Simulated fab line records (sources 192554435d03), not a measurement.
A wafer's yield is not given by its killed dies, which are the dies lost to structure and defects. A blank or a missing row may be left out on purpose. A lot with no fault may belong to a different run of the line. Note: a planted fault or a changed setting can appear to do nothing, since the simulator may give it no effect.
fab line records | flow n5Finfet | part 1 of 2: steps 1 to 26 of 31
record: lots: 5 | wafers: 15 | lastDay: 18
route steps=1938 shown BEOL_M5@1185 BEOL_M6@1194
lots that met no fault: taken from a fault-free run of the same line
startH: the number of hours between the record's first day and the start of the first shown wafer of the lot | waitH: hours since the lot's step before | " same as the row above | L1.1+2: a row that stands for several wafers | - no value present, or no start provided | * or withheld: withheld | < > ~ a bound
route shown NAME@n: names a module that has steps shown in the file, with the first one's number in the route | usual: mean/standard deviation of fault-free wafers | same: alike in all rows | chamber/n: place in a boat | sites: readings site by site | _std_site: the standard deviation of these | _edge_site: outer sites' mean less inner sites' | radiusMm: for every site, how far away it sits from the centre of the wafer | mask NAME#n: copy n | behind: the tool/chamber that last shaped the wafer | hold: the reason the lot was held/the length of the hold in hours/how it ended | device: names the non-switching transistor (n, p or np) | end of line: at the end of the route, the tests of the same wafers | for a step that has no rows: nothing shown but its recipe | killed: not the wafer's yield, but the dies lost to structure and defects at the first sort | map: a wafer's dies, marking killed ones x, the rest . and places with no die _
set.NAME: the setting that was run; set.NAME@STEP: the one run at that earlier step | model.NAME: the simulator's own value behind a step, which no gauge read
lots seen at some steps along the route; tables by step, rows by wafer
services: the hour from which a tool's chamber was out of use, counted from the record's first day as startH (under 0 if before that day), plus the number of hours and why
== steps ==
step: N5_BEOL_M5_ANNEAL_51
recipe: tempC: 225 | timeS: 90 | ambient: N2
usual: wafer_temp_C_max: 226.2/0.52
lot.wafer | tool         | chamber | startH | waitH | wafer_temp_C_max
L078.1    | rtpAnneal-02 | 0       | 210.39 | 1.1   | 226.9
L078.3    | "            | 0       | "      | "     | 227.5
L078.6    | "            | 0       | "      | "     | 226.2
L080.1    | rtpAnneal-01 | 0       | 225.04 | 0.1   | 225.7
L080.3    | "            | 0       | "      | "     | 226.0
L080.6    | "            | 0       | "      | "     | 225.6
L085.4    | rtpAnneal-02 | 0       | 250.73 | 0.3   | 227.0
L085.5    | "            | 0       | "      | "     | 227.3
L085.6    | "            | 0       | "      | "     | 226.3
L093.1    | rtpAnneal-01 | 0       | 306.73 | 0.1   | 225.4
L093.3    | "            | 0       | "      | "     | 225.5
L093.5    | "            | 0       | "      | "     | 225.7
L096.2    | rtpAnneal-01 | 0       | 326.42 | 0.1   | 225.8
L096.3    | "            | 0       | "      | "     | 225.9
L096.5    | "            | 0       | "      | "     | 225.7
step: N5_BEOL_M5_CMP_52
recipe: stopOn: SiCOH_lowk | tOverpolishS: 6.9 | downForcePsi: 1 | platenRpm: 50 | clearingPlatenDownForcePsi: 1.5 | clearingPlatenRpm: 50 | postCmpClean: cuAlkaline | targetThkNm: 62 | clearingPlatenPadVelocityMS: 0.99484 | padVelocityMS: 0.99484
usual: barrierFieldEndpointS: 24.5/0.81 | motorCurrentA: 6.2/0.58 | overpolishRunS: 6.900/0.0081 | platenRpm: 50.00/0.033 | timeToEndpointS: 63/3.9
lot.wafer | tool   | chamber | startH | waitH | barrierFieldEndpointS | motorCurrentA | overpolishRunS | platenRpm | timeToEndpointS
L078.1    | cmp-02 | 0       | 210.69 | 0.3   | 23.6                  | 6.8           | 6.902          | 50.07     | 58
L078.3    | "      | 2       | "      | "     | 25.0                  | 5.6           | 6.909          | 50.03     | 66
L078.6    | "      | 1       | "      | "     | 23.6                  | 6.5           | 6.897          | 49.96     | 59
L080.3    | cmp-02 | 2       | 225.35 | 0.2   | 25.1                  | 5.8           | 6.892          | 50.01     | 63
L080.1    | "      | 3       | "      | "     | 23.4                  | 5.6           | 6.898          | 50.03     | 58
L080.6    | "      | 2       | "      | "     | 25.4                  | 5.8           | 6.897          | 49.99     | 65
L085.4    | cmp-02 | 0       | 250.93 | 0.2   | 25.9                  | 6.6           | 6.899          | 49.95     | 63
L085.5    | "      | 3       | "      | "     | 24.5                  | 5.7           | 6.890          | 50.05     | 59
L085.6    | "      | 0       | "      | "     | 25.5                  | 6.7           | 6.902          | 49.98     | 64
L093.3    | cmp-03 | 1       | 307.03 | 0.2   | 24.2                  | 5.5           | 6.893          | 50.00     | 62
L093.1    | "      | 0       | "      | "     | 24.8                  | 7.0           | 6.889          | 49.96     | 67
L093.5    | "      | 1       | "      | "     | 24.9                  | 5.6           | 6.894          | 49.99     | 65
L096.2    | cmp-01 | 0       | 326.75 | 0.3   | 25.3                  | 5.5           | 6.899          | 49.91     | 73
L096.3    | "      | 1       | "      | "     | 24.5                  | 5.2           | 6.902          | 50.00     | 63
L096.5    | "      | 3       | "      | "     | 25.3                  | 6.8           | 6.900          | 50.06     | 68
step: N5_BEOL_M5_THK_MEAS_53
recipe: thkMeasGauge: xrf | reads: Cu_of_BEOL_M5_ECD_50
usual: M5_THK: 61.8/2.1
lot.wafer | tool         | chamber | startH | waitH | M5_THK[nm]
L078.1    | filmMetro-02 | -       | 210.98 | -     | 57.1
L078.3    | "            | -       | "      | "     | 63.6
L078.6    | "            | -       | "      | "     | 58.0
L080.1    | filmMetro-02 | -       | 225.64 | -     | 63.1
L080.3    | "            | -       | "      | "     | 64.5
L080.6    | "            | -       | "      | "     | 64.8
L085.4    | filmMetro-02 | -       | 251.19 | -     | 63.5
L085.5    | "            | -       | "      | "     | 58.2
L085.6    | "            | -       | "      | "     | 61.3
L093.1    | filmMetro-01 | -       | 307.32 | -     | 61.2
L093.3    | "            | -       | "      | "     | 62.7
L093.5    | "            | -       | "      | "     | 63.2
L096.2    | filmMetro-01 | -       | 326.97 | -     | 65.8
L096.3    | "            | -       | "      | "     | 62.6
L096.5    | "            | -       | "      | "     | 63.5
step: N5_BEOL_M5_PRE_CLEAN_77
recipe: gas: NH3/H2 | timeS: 15 | tempC: * | rfPowerW: 300
usual: heaterPowerW: 76/11
lot.wafer | tool     | chamber | startH | waitH | heaterPowerW
L078.1    | cvdCo-02 | 1       | 211.02 | 0.0   | 95
L078.3    | "        | 0       | "      | "     | 79
L078.6    | "        | 2       | "      | "     | 63
L080.1    | cvdCo-01 | 0       | 225.68 | 0.0   | 71
L080.3    | "        | 1       | "      | "     | 69
L080.6    | "        | 1       | "      | "     | 67
L085.4    | cvdCo-02 | 2       | 251.25 | 0.1   | 63
L085.5    | "        | 1       | "      | "     | 92
L085.6    | "        | 0       | "      | "     | 78
L093.1    | cvdCo-01 | 0       | 307.36 | 0.0   | 71
L093.3    | "        | 1       | "      | "     | 69
L093.5    | "        | 2       | "      | "     | 92
L096.2    | cvdCo-02 | 2       | 327.00 | 0.0   | 63
L096.3    | "        | 0       | "      | "     | 80
L096.5    | "        | 2       | "      | "     | 64
step: N5_BEOL_M5_CO_CAP_78
recipe: material: Co | targetThkA: 20 | tempC: 200 | precursor: CCTBA/H2 | pressureTorr: 30 | timeS: 102.1
usual: heaterPowerW: 225/14
lot.wafer | tool     | chamber | startH | waitH | heaterPowerW
L078.1    | cvdCo-02 | 1       | 211.06 | 0.0   | 248
L078.3    | "        | 0       | "      | "     | 228
L078.6    | "        | 2       | "      | "     | 208
L080.1    | cvdCo-01 | 0       | 225.72 | 0.0   | 218
L080.3    | "        | 1       | "      | "     | 213
L080.6    | "        | 1       | "      | "     | 215
L085.4    | cvdCo-02 | 2       | 251.30 | 0.0   | 204
L085.5    | "        | 1       | "      | "     | 245
L085.6    | "        | 0       | "      | "     | 237
L093.1    | cvdCo-01 | 0       | 307.40 | 0.0   | 214
L093.3    | "        | 1       | "      | "     | 216
L093.5    | "        | 2       | "      | "     | 245
L096.2    | cvdCo-02 | 2       | 327.04 | 0.0   | 211
L096.3    | "        | 0       | "      | "     | 232
L096.5    | "        | 2       | "      | "     | 202
step: N5_BEOL_M5_PRE_CLEAN_55
recipe: gas: NH3 | timeS: 15 | tempC: withheld | rfPowerW: 300
lot.wafer  | tool     | chamber | startH | waitH
L078.1+3+6 | pecvd-02 | 1,0,2   | 211.15 | 0.1
L080.1+3+6 | pecvd-01 | 1,0,1   | 225.81 | 0.1
L085.4+5+6 | pecvd-03 | 0,1,2   | 251.37 | 0.0
L093.1+3+5 | pecvd-01 | 1,0,0   | 307.49 | 0.1
L096.2+3+5 | pecvd-03 | 1,2,2   | 327.14 | 0.1
step: N5_BEOL_M5_DEP_56
recipe: material: SiCN | targetThkA: 80 | tempC: withheld | precursor: 3MS/NH3 | pressureTorr: 3 | rfW: 202 | timeS: 14
usual: showerheadPlenumPTorr: 3.667/0.015 | throttleValvePct: 9.1/0.35
lot.wafer | tool     | chamber | startH | waitH | showerheadPlenumPTorr | throttleValvePct
L078.1    | pecvd-02 | 1       | 211.18 | 0.0   | 3.686                 | 9.6
L078.3    | "        | 0       | "      | "     | 3.678                 | 9.4
L078.6    | "        | 2       | "      | "     | 3.641                 | 8.8
L080.1    | pecvd-01 | 1       | 225.85 | 0.0   | 3.662                 | 8.7
L080.3    | "        | 0       | "      | "     | 3.686                 | 8.8
L080.6    | "        | 1       | "      | "     | 3.660                 | 8.8
L085.4    | pecvd-03 | 0       | 251.40 | 0.0   | 3.649                 | 9.2
L085.5    | "        | 1       | "      | "     | 3.664                 | 9.4
L085.6    | "        | 2       | "      | "     | 3.659                 | 8.5
L093.1    | pecvd-01 | 1       | 307.51 | 0.0   | 3.659                 | 8.6
L093.3    | "        | 0       | "      | "     | 3.673                 | 8.9
L093.5    | "        | 0       | "      | "     | 3.682                 | 9.1
L096.2    | pecvd-03 | 1       | 327.16 | 0.0   | 3.663                 | 9.4
L096.3    | "        | 2       | "      | "     | 3.669                 | 8.9
L096.5    | "        | 2       | "      | "     | 3.657                 | 8.6
step: N5_BEOL_M5_RS_MEAS_57
recipe: thkMeasGauge: four-point-probe | reads: Co_of_BEOL_M5_CO_CAP_78+Cu_of_BEOL_M5_ECD_50+Co_of_BEOL_M5_CVD_47+TaN_of_BEOL_M5_ALD_86
usual: M5_RS: 0.391/0.016
lot.wafer | tool         | chamber | startH | waitH | M5_RS[ohm/sq]
L078.1    | filmMetro-02 | -       | 211.24 | 0.0   | 0.430
L078.3    | "            | -       | "      | "     | 0.378
L078.6    | "            | -       | "      | "     | 0.422
L080.1    | filmMetro-01 | -       | 225.93 | 0.1   | 0.386
L080.3    | "            | -       | "      | "     | 0.375
L080.6    | "            | -       | "      | "     | 0.373
L085.4    | filmMetro-02 | -       | 251.45 | 0.0   | 0.382
L085.5    | "            | -       | "      | "     | 0.425
L085.6    | "            | -       | "      | "     | 0.399
L093.1    | filmMetro-01 | -       | 307.58 | 0.0   | 0.390
L093.3    | "            | -       | "      | "     | 0.379
L093.5    | "            | -       | "      | "     | 0.375
L096.2    | filmMetro-01 | -       | 327.23 | 0.1   | 0.364
L096.3    | "            | -       | "      | "     | 0.386
L096.5    | "            | -       | "      | "     | 0.377
step: N5_BEOL_M5_INSPECT_58
recipe: inspectInstrument: darkfield | mode: postDep
usual: rawDefectCount: 72/26
lot.wafer | tool             | chamber | startH | waitH | rawDefectCount
L078.1    | defectInspect-01 | -       | 211.27 | 0.0   | 71
L078.3    | "                | -       | "      | "     | 107
L078.6    | "                | -       | "      | "     | 59
L080.1    | defectInspect-02 | -       | 225.96 | 0.0   | 80
L080.3    | "                | -       | "      | "     | 72
L080.6    | "                | -       | "      | "     | 58
L085.4    | defectInspect-01 | -       | 251.48 | 0.0   | 42
L085.5    | "                | -       | "      | "     | 35
L085.6    | "                | -       | "      | "     | 32
L093.1    | defectInspect-01 | -       | 307.61 | 0.0   | 77
L093.3    | "                | -       | "      | "     | 85
L093.5    | "                | -       | "      | "     | 67
L096.2    | defectInspect-02 | -       | 327.25 | 0.0   | 46
L096.3    | "                | -       | "      | "     | 55
L096.5    | "                | -       | "      | "     | 27
step: N5_BEOL_M6_ILD_DEP_00
recipe: material: SiCOH_lowk | targetThkA: 1797.5 | tempC: 300 | precursor: DEMS/porogen | pressureTorr: 5 | rfW: 500 | timeS: 33.4
usual: heaterPowerW: 340/76 | showerheadPlenumPTorr: 5.753/0.018 | throttleValvePct: 13.6/0.41
lot.wafer | tool     | chamber | startH | waitH | heaterPowerW | showerheadPlenumPTorr | throttleValvePct
L078.1    | pecvd-01 | 0       | 211.31 | 0.0   | 387          | 5.760                 | 13.4
L078.3    | "        | 1       | "      | "     | 217          | 5.726                 | 13.3
L078.6    | "        | 0       | "      | "     | 378          | 5.753                 | 13.6
L080.1    | pecvd-04 | 0       | 226.00 | 0.0   | 306          | 5.756                 | 13.9
L080.3    | "        | 1       | "      | "     | 375          | 5.741                 | 13.5
L080.6    | "        | 1       | "      | "     | 386          | 5.736                 | 13.7
L085.4    | pecvd-01 | 1       | 251.53 | 0.1   | 238          | 5.723                 | 13.5
L085.5    | "        | 0       | "      | "     | 322          | 5.759                 | 13.7
L085.6    | "        | 2       | "      | "     | 327          | 5.735                 | 12.9
L093.1    | pecvd-04 | 0       | 307.64 | 0.0   | 313          | 5.753                 | 13.9
L093.3    | "        | 2       | "      | "     | 474          | 5.765                 | 13.7
L093.5    | "        | 2       | "      | "     | 474          | 5.787                 | 13.8
L096.2    | pecvd-01 | 1       | 327.29 | 0.0   | 199          | 5.729                 | 13.1
L096.3    | "        | 2       | "      | "     | 307          | 5.739                 | 13.2
L096.5    | "        | 1       | "      | "     | 212          | 5.736                 | 13.2
step: N5_BEOL_M6_CURE_74
recipe: tempC: 385 | timeS: 240 | ambient: He/Ar | material: SiCOH_lowk
usual: lampPowerPct: 52.31/0.055 | wafer_temp_C_max: 387.2/0.72
lot.wafer | tool      | chamber | startH | waitH | lampPowerPct | wafer_temp_C_max
L078.1    | uvCure-03 | 0       | 211.39 | 0.1   | 52.30        | 386.2
L078.3    | "         | 0       | "      | "     | 52.30        | 386.4
L078.6    | "         | 0       | "      | "     | 52.34        | 387.1
L080.1    | uvCure-02 | 1       | 226.06 | 0.0   | 52.31        | 386.1
L080.3    | "         | 1       | "      | "     | 52.34        | 386.2
L080.6    | "         | 1       | "      | "     | 52.32        | 386.0
L085.4    | uvCure-01 | 0       | 251.82 | 0.3   | 52.42        | 387.2
L085.5    | "         | 0       | "      | "     | 52.27        | 387.5
L085.6    | "         | 0       | "      | "     | 52.38        | 387.8
L093.1    | uvCure-02 | 0       | 307.71 | 0.0   | 52.27        | 387.4
L093.3    | "         | 0       | "      | "     | 52.31        | 387.5
L093.5    | "         | 0       | "      | "     | 52.31        | 387.5
L096.2    | uvCure-02 | 1       | 327.46 | 0.1   | 52.31        | 386.0
L096.3    | "         | 1       | "      | "     | 52.30        | 385.9
L096.5    | "         | 1       | "      | "     | 52.43        | 385.8
step: N5_BEOL_M6_THK_MEAS_01
recipe: reads: SiCOH_lowk_of_BEOL_M6_ILD_DEP_00
usual: M6_ILD_THK: 154.0/2.2
lot.wafer | tool         | chamber | startH | waitH | M6_ILD_THK[nm]
L078.1    | filmMetro-01 | -       | 211.90 | 0.4   | 153.2
L078.3    | "            | -       | "      | "     | 154.7
L078.6    | "            | -       | "      | "     | 154.6
L080.1    | filmMetro-02 | -       | 226.57 | 0.4   | 154.5
L080.3    | "            | -       | "      | "     | 151.5
L080.6    | "            | -       | "      | "     | 153.2
L085.4    | filmMetro-01 | -       | 252.09 | 0.2   | 154.2
L085.5    | "            | -       | "      | "     | 154.9
L085.6    | "            | -       | "      | "     | 154.5
L093.1    | filmMetro-01 | -       | 308.22 | 0.4   | 156.0
L093.3    | "            | -       | "      | "     | 153.0
L093.5    | "            | -       | "      | "     | 157.3
L096.2    | filmMetro-02 | -       | 327.89 | 0.4   | 149.6
L096.3    | "            | -       | "      | "     | 154.0
L096.5    | "            | -       | "      | "     | 151.4
step: N5_BEOL_M6_PECVD_70
recipe: material: SiO2 | targetThkA: 200 | tempC: 400 | precursor: TEOS/O2 | pressureTorr: 5.5 | rfW: 450 | teosFlowSccm: 53.8 | gas: O2 | flowSccm: 3000 | timeS: 22.7
usual: heaterPowerW: 742/120 | showerheadPlenumPTorr: 8.82/0.071 | throttleValvePct: 22.0/0.7
lot.wafer | tool     | chamber | startH | waitH | heaterPowerW | showerheadPlenumPTorr | throttleValvePct
L078.1    | pecvd-01 | 0       | 211.94 | 0.0   | 866          | 8.88                  | 21.9
L078.3    | "        | 0       | "      | "     | 867          | 8.88                  | 21.9
L078.6    | "        | 0       | "      | "     | 883          | 8.88                  | 21.9
L080.1    | pecvd-03 | 1       | 226.61 | 0.0   | 742          | 8.80                  | 23.4
L080.3    | "        | 0       | "      | "     | 750          | 8.70                  | 22.3
L080.6    | "        | 0       | "      | "     | 734          | 8.71                  | 22.5
L085.4    | pecvd-01 | 0       | 252.14 | 0.1   | 705          | 8.88                  | 22.1
L085.5    | "        | 1       | "      | "     | 611          | 8.78                  | 21.4
L085.6    | "        | 2       | "      | "     | 680          | 8.79                  | 20.7
L093.1    | pecvd-01 | 0       | 308.26 | 0.0   | 857          | 8.87                  | 22.0
L093.3    | "        | 2       | "      | "     | 691          | 8.81                  | 20.9
L093.5    | "        | 2       | "      | "     | 693          | 8.81                  | 20.9
L096.2    | pecvd-04 | 0       | 327.93 | 0.0   | 732          | 8.88                  | 22.4
L096.3    | "        | 1       | "      | "     | 817          | 8.81                  | 21.8
L096.5    | "        | 2       | "      | "     | 998          | 8.94                  | 22.3
step: N5_BEOL_M6_HM_DEP_02
recipe: material: TiN | targetThkA: 200 | tempC: 25 | chamberPressurePa: 0.49996
usual: throttleValvePct: 29.9/0.78
lot.wafer | tool          | chamber | startH | waitH | throttleValvePct
L078.1    | pvdSputter-02 | -       | 212.31 | 0.4   | 30.8
L078.3    | "             | -       | "      | "     | 29.1
L078.6    | "             | -       | "      | "     | 30.9
L080.1    | pvdSputter-02 | -       | 226.89 | 0.3   | 30.8
L080.3    | "             | -       | "      | "     | 27.9
L080.6    | "             | -       | "      | "     | 30.8
L085.4    | pvdSputter-01 | -       | 253.02 | 0.9   | 29.5
L085.5    | "             | -       | "      | "     | 29.6
L085.6    | "             | -       | "      | "     | 30.8
L093.1    | pvdSputter-01 | -       | 308.32 | 0.0   | 29.2
L093.3    | "             | -       | "      | "     | 29.5
L093.5    | "             | -       | "      | "     | 29.5
L096.2    | pvdSputter-03 | -       | 329.10 | 1.2   | 29.3
L096.3    | "             | -       | "      | "     | 30.7
L096.5    | "             | -       | "      | "     | 29.4
step: N5_BEOL_M6_COAT_59
recipe: resist: SOC | tempC: 250 | timeS: 60 | spinRpm: 1500 | resistThkNm: 100
lot.wafer  | tool          | chamber | startH | waitH
L078.1+3+6 | lithoTrack-05 | 0       | 212.44 | 0.1
L080.1+3+6 | lithoTrack-05 | 0       | 227.01 | 0.1
L085.4+5+6 | lithoTrack-02 | 0       | 253.16 | 0.1
L093.1+3+5 | lithoTrack-05 | 0       | 308.44 | 0.1
L096.2+3+5 | lithoTrack-01 | 0       | 329.23 | 0.1
step: N5_BEOL_M6_COAT_60
recipe: resist: SiARC | tempC: 220 | timeS: 60 | spinRpm: 1500 | resistThkNm: 35
lot.wafer  | tool          | chamber | startH | waitH
L078.1+3+6 | lithoTrack-05 | 0       | -      | -
L080.1+3+6 | lithoTrack-05 | 0       | -      | -
L085.4+5+6 | lithoTrack-02 | 0       | -      | -
L093.1+3+5 | lithoTrack-05 | 0       | -      | -
L096.2+3+5 | lithoTrack-01 | 0       | -      | -
step: N5_BEOL_M6_COAT_05
recipe: resist: CAR-ArF | spinRpm: 1500 | resistThkNm: 90
lot.wafer  | tool          | chamber | startH | waitH
L078.1+3+6 | lithoTrack-05 | 0       | -      | -
L080.1+3+6 | lithoTrack-05 | 0       | -      | -
L085.4+5+6 | lithoTrack-02 | 0       | -      | -
L093.1+3+5 | lithoTrack-05 | 0       | -      | -
L096.2+3+5 | lithoTrack-01 | 0       | -      | -
step: N5_BEOL_M6_EBR_07
recipe: solvent: PGMEA | ebrWidthMm: 1.5
lot.wafer  | tool          | chamber | startH | waitH
L078.1+3+6 | lithoTrack-05 | 0       | -      | -
L080.1+3+6 | lithoTrack-05 | 0       | -      | -
L085.4+5+6 | lithoTrack-02 | 0       | -      | -
L093.1+3+5 | lithoTrack-05 | 0       | -      | -
L096.2+3+5 | lithoTrack-01 | 0       | -      | -
step: N5_BEOL_M6_SOFTBAKE_06
recipe: tempC: 110 | timeS: 60 | resist: CAR-ArF
lot.wafer  | tool          | chamber | startH | waitH
L078.1+3+6 | lithoTrack-05 | 0       | -      | -
L080.1+3+6 | lithoTrack-05 | 0       | -      | -
L085.4+5+6 | lithoTrack-02 | 0       | -      | -
L093.1+3+5 | lithoTrack-05 | 0       | -      | -
L096.2+3+5 | lithoTrack-01 | 0       | -      | -
step: N5_BEOL_M6_EXPOSE_08
recipe: maskId: M6 | na: 1.35 | sourceShape: dipole | sigmaInner: 0.817 | sigmaOuter: 0.97 | polarization: te | doseMj: 68.25
usual: focusOffsetNm: 0.0/0.55
lot.wafer | tool           | chamber | startH | waitH | mask | focusOffsetNm
L078.1    | arfiScanner-01 | 0       | 212.68 | -     | M6#0 | 1.3
L078.3    | "              | 0       | "      | "     | M6#0 | 0.7
L078.6    | "              | 0       | "      | "     | M6#0 | 1.0
L080.1    | arfiScanner-03 | 0       | 227.26 | -     | M6#0 | -0.2
L080.3    | "              | 0       | "      | "     | M6#0 | -0.4
L080.6    | "              | 0       | "      | "     | M6#0 | -0.6
L085.4    | arfiScanner-03 | 0       | 253.42 | -     | M6#0 | -1.2
L085.5    | "              | 0       | "      | "     | M6#0 | -0.4
L085.6    | "              | 0       | "      | "     | M6#0 | 0.5
L093.1    | arfiScanner-01 | 0       | 308.69 | -     | M6#0 | 0.5
L093.3    | "              | 0       | "      | "     | M6#0 | 0.2
L093.5    | "              | 0       | "      | "     | M6#0 | 0.4
L096.2    | arfiScanner-01 | 0       | 329.48 | -     | M6#0 | -0.4
L096.3    | "              | 0       | "      | "     | M6#0 | -0.7
L096.5    | "              | 0       | "      | "     | M6#0 | -0.8
step: N5_BEOL_M6_PEB_09
recipe: pebTempC: withheld | pebTimeS: 60 | resist: CAR-ArF
lot.wafer  | tool          | chamber | startH | waitH
L078.1+3+6 | lithoTrack-05 | 0       | 212.74 | 0.1
L080.1+3+6 | lithoTrack-05 | 0       | 227.32 | 0.1
L085.4+5+6 | lithoTrack-05 | 0       | 253.46 | 0.0
L093.1+3+5 | lithoTrack-05 | 0       | 308.75 | 0.1
L096.2+3+5 | lithoTrack-05 | 0       | 329.53 | 0.0
step: N5_BEOL_M6_DEVELOP_10
recipe: developTimeS: 30 | developer: TMAH | resist: CAR-ArF | rinseLiquid: diw | dry: airSpin | devTempC: 23
same: developTimeS: 30
lot.wafer  | tool          | chamber | startH | waitH
L078.1+3+6 | lithoTrack-05 | 0       | -      | -
L080.1+3+6 | lithoTrack-05 | 0       | -      | -
L085.4+5+6 | lithoTrack-05 | 0       | -      | -
L093.1+3+5 | lithoTrack-05 | 0       | -      | -
L096.2+3+5 | lithoTrack-05 | 0       | -      | -
step: N5_BEOL_M6_CD_MEAS_11
recipe: targetCdNm: 38.5 | landingEnergyEv: 500 | detector: seInlens | polarity: opening
usual: cdNm: 38.8/0.74
lot.wafer | tool     | chamber | startH | waitH | cdNm
L078.1    | cdSem-01 | 0       | 212.81 | -     | 39.3
L078.3    | "        | 0       | "      | "     | 39.6
L078.6    | "        | 0       | "      | "     | 38.8
L080.1    | cdSem-03 | 0       | 227.38 | -     | 39.6
L080.3    | "        | 0       | "      | "     | 39.3
L080.6    | "        | 0       | "      | "     | 40.2
L085.4    | cdSem-03 | 0       | 253.53 | -     | 39.0
L085.5    | "        | 0       | "      | "     | 38.8
L085.6    | "        | 0       | "      | "     | 39.5
L093.1    | cdSem-01 | 0       | 308.82 | -     | 39.6
L093.3    | "        | 0       | "      | "     | 40.0
L093.5    | "        | 0       | "      | "     | 40.3
L096.2    | cdSem-01 | 0       | 329.60 | -     | 39.1
L096.3    | "        | 0       | "      | "     | 39.5
L096.5    | "        | 0       | "      | "     | 39.4
step: N5_BEOL_M6_OVL_MEAS_12
recipe: pointsPerWafer: 44
usual: M6_OVL: 0.4/0.65
lot.wafer | tool       | chamber | startH | waitH | M6_OVL[nm]
L078.1    | overlay-02 | 0       | 212.84 | 0.0   | 1.3
L078.3    | "          | 0       | "      | "     | 1.6
L078.6    | "          | 0       | "      | "     | 1.0
L080.1    | overlay-02 | 0       | 227.41 | 0.0   | 0.0
L080.3    | "          | 0       | "      | "     | 0.1
L080.6    | "          | 0       | "      | "     | -0.1
L085.4    | overlay-02 | 0       | 253.56 | 0.0   | -0.9
L085.5    | "          | 0       | "      | "     | 0.3
L085.6    | "          | 0       | "      | "     | -0.4
L093.1    | overlay-01 | 0       | 308.85 | 0.0   | 0.1
L093.3    | "          | 0       | "      | "     | 0.4
L093.5    | "          | 0       | "      | "     | 0.0
L096.2    | overlay-01 | 0       | 329.63 | 0.0   | 1.3
L096.3    | "          | 0       | "      | "     | 0.7
L096.5    | "          | 0       | "      | "     | 0.4
step: N5_BEOL_M6_INSPECT_13
recipe: mode: adi | inspectInstrument: brightfield
usual: rawDefectCount: 409/100
lot.wafer | tool             | chamber | startH | waitH | rawDefectCount
L078.1    | defectInspect-02 | -       | 212.86 | 0.0   | 398
L078.3    | "                | -       | "      | "     | 494
L078.6    | "                | -       | "      | "     | 435
L080.1    | defectInspect-02 | -       | 227.44 | 0.0   | 402
L080.3    | "                | -       | "      | "     | 391
L080.6    | "                | -       | "      | "     | 404
L085.4    | defectInspect-01 | -       | 253.58 | 0.0   | 364
L085.5    | "                | -       | "      | "     | 430
L085.6    | "                | -       | "      | "     | 303
L093.1    | defectInspect-01 | -       | 308.87 | 0.0   | 396
L093.3    | "                | -       | "      | "     | 342
L093.5    | "                | -       | "      | "     | 327
L096.2    | defectInspect-02 | -       | 329.65 | 0.0   | 306
L096.3    | "                | -       | "      | "     | 383
L096.5    | "                | -       | "      | "     | 238
step: N5_BEOL_M6_DESCUM_16
recipe: chemistry: O2 | timeS: 7.9 | sourcePowerW: 50 | biasPowerW: 20 | pressureMtorr: 20 | rfFrequencyHz: 2.712e+07 | tempC: 40 | resist: CAR-ArF | o2FlowSccm: 225
usual: drypumpMotorCurrentA: 5.5/0.38 | o2FlowSccm: 224.9/0.75 | oesProductAu: 0.81/0.069 | rfVppV: 243.6/1.4 | showerheadPlenumPTorr: 2.13/0.072 | throttleValvePct: 20.43/0.26
lot.wafer | tool       | chamber | startH | waitH | drypumpMotorCurrentA | o2FlowSccm | oesProductAu | rfHoursCounterH | rfVppV | showerheadPlenumPTorr | throttleValvePct
L078.1    | rieDiel-05 | 3       | 212.90 | 0.0   | 5.1                  | 225.1      | 0.83         | 94              | 242.4  | 2.13                  | 20.62
L078.3    | "          | 1       | "      | "     | 5.6                  | 225.4      | 0.75         | 149             | 243.1  | 2.22                  | 20.25
L078.6    | "          | 2       | "      | "     | 5.2                  | 225.6      | 1.00         | -               | 244.2  | 2.15                  | 20.08
L080.1    | rieDiel-05 | 1       | 227.47 | 0.0   | 5.6                  | 225.5      | 0.74         | 154             | 245.5  | 2.22                  | 20.24
L080.3    | "          | 3       | "      | "     | 5.1                  | 224.6      | 0.82         | 99              | 243.3  | 2.12                  | 20.62
L080.6    | "          | 3       | "      | "     | 5.1                  | 225.4      | 0.82         | -               | 243.1  | 2.12                  | 20.63
L085.4    | rieDiel-05 | 1       | 253.62 | 0.0   | 5.6                  | 225.0      | 0.74         | 164             | 244.8  | 2.22                  | 20.27
L085.5    | "          | 1       | "      | "     | 5.6                  | 225.7      | 0.74         | -               | 243.9  | 2.22                  | 20.26
L085.6    | "          | 0       | "      | "     | 5.4                  | 224.9      | 0.85         | -               | 242.2  | 2.02                  | 20.50
L093.1    | rieDiel-05 | 3       | 308.90 | 0.0   | 5.1                  | 225.2      | 0.80         | 125             | 242.1  | 2.11                  | 20.67
L093.3    | "          | 1       | "      | "     | 5.6                  | 225.0      | 0.73         | 182             | 245.4  | 2.21                  | 20.30
L093.5    | "          | 2       | "      | "     | 5.2                  | 224.9      | 0.91         | -               | 243.6  | 2.14                  | 20.13
L096.2    | rieDiel-01 | 3       | 329.98 | 0.3   | 5.7                  | 225.3      | 0.73         | 177             | 244.3  | 2.09                  | 20.82
L096.3    | "          | 0       | "      | "     | 6.1                  | 224.8      | 0.91         | 37              | 245.0  | 2.20                  | 20.16
L096.5    | "          | 0       | "      | "     | 6.0                  | 223.9      | 0.91         | -               | 245.9  | 2.20                  | 20.17
